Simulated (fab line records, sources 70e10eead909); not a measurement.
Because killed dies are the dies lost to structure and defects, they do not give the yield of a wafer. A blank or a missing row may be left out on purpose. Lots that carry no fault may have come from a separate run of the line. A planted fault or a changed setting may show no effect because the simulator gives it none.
Comparing a struck lot with a sound one | flow nand_harc | 14 out of 1159 route steps
Sound: these wafers, L215.1, L215.3, L215.5. Wafers L207.2, L207.4, L207.6 were the ones struck. The cause comes at the end.
For every step that has rows: the tool of each side, followed by ch and its chambers, followed by its first start. Under that, the readings that differ: sound wafers | struck wafers | difference of the means | sigmas: that difference in standard deviations of wafers without a fault.
alike: words and numbers the same on both sides, and readings whose means are apart by under 2 such deviations; not compared: readings that were withheld, readings missing a value for some wafer, numbers with overlapping values and no deviation given by the record, and bounds like >300 which may hide the same value.
A row with sigmas, a row that says differs or no value, or rows on one side alone: a step with any of these is where the two part. When numbers do not overlap yet have no deviation, they are printed without sigmas and do not part them. A reading missing from all wafers of one side parts the sides only when that side holds two or more wafers.

first, 1 step without rows for these wafers: NHARC_P_ZERO_WELL_HARDBAKE_25 (time 80 s).
NHARC_P_ZERO_WELL_DESCUM_26: chemistry O2, time 3 s.
  sound on rie_diel-04 ch 1,2, day 5 14:37; struck on rie_diel-04 ch 0,1,2, day 3 14:39
  alike: drypump_motor_current_A, mfc_ar_sccm, oes_product_au, rf_vpp_V, showerhead_plenum_p_Torr, throttle_valve_pct
  not compared: rf_hours_counter_h
then, 10 steps without rows for these wafers: NHARC_P_ZERO_WELL_IMPLANT_27; NHARC_P_ZERO_WELL_IMPLANT_57; NHARC_P_ZERO_WELL_IMPLANT_58; NHARC_P_ZERO_WELL_STRIP_28 (strips in SPM, time 840 s); NHARC_P_ZERO_WELL_DEHYDRATE_29 (time 120 s); NHARC_P_ZERO_WELL_HMDS_30 (time 30 s); NHARC_P_ZERO_WELL_COAT_31; NHARC_P_ZERO_WELL_SOFTBAKE_32 (time 95 s); NHARC_P_ZERO_WELL_EBR_33; NHARC_P_ZERO_WELL_EXPOSE_34 (exposes mask P PWELL, target cd 720 nm).
NHARC_P_ZERO_WELL_PEB_35: peb time 85 s.
  struck on litho_track-07, day 3 15:55; sound on litho_track-02 ch 0, day 5 15:53
  no value came back on the struck wafers for chill_plate_temp_C (C), exhaust_pa (Pa); on the sound wafers chill_plate_temp_C (C) reads 22.97 22.93 23.08
then, 1 step without rows for these wafers: NHARC_P_ZERO_WELL_DEVELOP_36 (time 70 s).

## WHERE THEY PART
Only at NHARC_P_ZERO_WELL_PEB_35, as far as this record shows.

WHY: whatever the simulator had introduced
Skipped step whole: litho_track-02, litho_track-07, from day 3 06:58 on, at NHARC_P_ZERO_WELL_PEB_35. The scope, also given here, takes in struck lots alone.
